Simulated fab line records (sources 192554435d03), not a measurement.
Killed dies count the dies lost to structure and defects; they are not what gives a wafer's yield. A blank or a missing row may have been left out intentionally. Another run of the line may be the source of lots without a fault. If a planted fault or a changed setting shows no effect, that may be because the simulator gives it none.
A lot that was struck, set against a sound lot | flow n5Finfet | 14 out of 1938 route steps
Sound: wafers L253.1, L253.2, L253.5. Struck: wafers L262.4, L262.6. (L262.1 of the same lot was not struck and is left out.) The cause comes at the end.
Order at every step that has rows: each side's tool, ch and its chambers, its first start. Under that, the readings that differ: sound wafers | struck wafers | difference of the means | sigmas: that difference in standard deviations of wafers without a fault.
alike: a reading whose means differ by less than 2 such deviations, as well as words and numbers matching on both sides. not compared: withheld readings; readings where some wafer has no value; bounds like >300 that might hide an equal value; numbers whose values overlap and for which the record gives no deviation.
A row with sigmas, a row that says differs or no value, or rows on one side alone: a step with any of these is where the two part. When numbers do not overlap yet have no deviation, they are printed without sigmas and do not part them. A reading missing from all wafers of one side parts the sides only when that side holds two or more wafers.

first, 1 step without rows for these wafers: N5_BEOL_M6_DEVELOP_27 (develop time 30 s).
N5_BEOL_M6_CD_MEAS_28 targets a cd of 40 nm.
  sound on cdSem-02 ch 0, day 10 07:09; struck on cdSem-02 ch 0, day 12 11:04
  alike: cdNm
N5_BEOL_M6_OVL_MEAS_29:
  sound on overlay-02 ch 0, day 10 07:11; struck on overlay-01 ch 0, day 12 11:06
  alike: V5_OVL
N5_BEOL_M6_INSPECT_30: inspects for defects (brightfield).
  sound on defectInspect-02 at day 10 07:14; struck on defectInspect-01 at day 12 11:10
  alike: rawDefectCount
N5_BEOL_M6_DESCUM_33: chemistry O2, time 7 s.
  sound on rieDiel-05 ch 1,3, day 10 07:17; struck on rieDiel-05 ch 2, day 12 11:11
  alike: biasPowerW, drypumpMotorCurrentA, oesProductAu, rfVppV, showerheadPlenumPTorr, throttleValvePct
  not compared: rfHoursCounterH
then, 1 step without rows for these wafers: N5_BEOL_M6_ETCH_72 (etches underlayer in N2/H2, target depth 6.5 nm, time 5.2 s).
N5_BEOL_M6_ETCH_65: etches SiARC in CF4, target depth 15.6 nm, time 26 s.
  sound on rieDiel-05 ch 1,3, day 10 07:20; struck on rieDiel-05 ch 2, day 12 11:14
  alike: drypumpMotorCurrentA, etchRfOnTimeS, oesProductAu, rfVppV, showerheadPlenumPTorr, throttleValvePct
  not compared: rfHoursCounterH
N5_BEOL_M6_ETCH_66: etches SOC in N2/H2, target depth 80 nm, overetch 16 nm, time 120 s.
  sound on rieDiel-05 ch 1,3, day 10 07:21; struck on rieDiel-05 ch 2, day 12 11:16
reading              | sound             | struck      | difference | sigmas
throttleValvePct (%) | 17.33 17.96 17.33 | 18.31 18.32 | +0.77      | +3
  alike: drypumpMotorCurrentA, oesProductAu, rfVppV, showerheadPlenumPTorr
  not compared: rfHoursCounterH
then, 2 steps without rows for these wafers: N5_BEOL_M6_STRIP_69 (strips in N2/H2); N5_BEOL_M6_STRIP_73 (strips in N2/H2).
N5_BEOL_M6_VIA_ETCH_34: etches SiCOH lowk in C4F6/O2, target depth 126.3 nm, time 50.9 s.
  sound on rieDiel-05 ch 1,3, day 10 07:28; struck on rieDiel-05 ch 2, day 12 11:22
  alike: drypumpMotorCurrentA, oesProductAu, rfVppV, showerheadPlenumPTorr, throttleValvePct
  not compared: rfHoursCounterH
then, 1 step without rows for these wafers: N5_BEOL_M6_STRIP_76 (strips in C4F6/O2).
N5_BEOL_M6_STRIP_36: strips in N2/H2.
  sound on rieDiel-05 ch 1,3, day 10 07:31; struck on rieDiel-05 ch 2, day 12 11:25
reading           | sound             | struck      | difference | sigmas
h2FlowSccm (sccm) | 200.5 200.8 200.7 | 180.7 180.4 | -20.1      | -31
  alike: biasPowerW, drypumpMotorCurrentA, oesProductAu, rfVppV, showerheadPlenumPTorr, throttleValvePct
  not compared: rfHoursCounterH
N5_BEOL_M6_TRENCH_ETCH_37: etches SiCOH lowk in C4F6/O2, target depth 94.435 nm, time 31.5 s.
  sound on rieDiel-05 ch 1,3; struck on rieDiel-05 ch 2
  alike: drypumpMotorCurrentA, oesProductAu, rfVppV, showerheadPlenumPTorr, throttleValvePct
  not compared: rfHoursCounterH

WHERE THEY PART
First at N5_BEOL_M6_ETCH_66; last, within this record, at N5_BEOL_M6_STRIP_36. Later steps at which nothing parts them and some readings are alike: N5_BEOL_M6_TRENCH_ETCH_37.

WHY: what the simulator had put in
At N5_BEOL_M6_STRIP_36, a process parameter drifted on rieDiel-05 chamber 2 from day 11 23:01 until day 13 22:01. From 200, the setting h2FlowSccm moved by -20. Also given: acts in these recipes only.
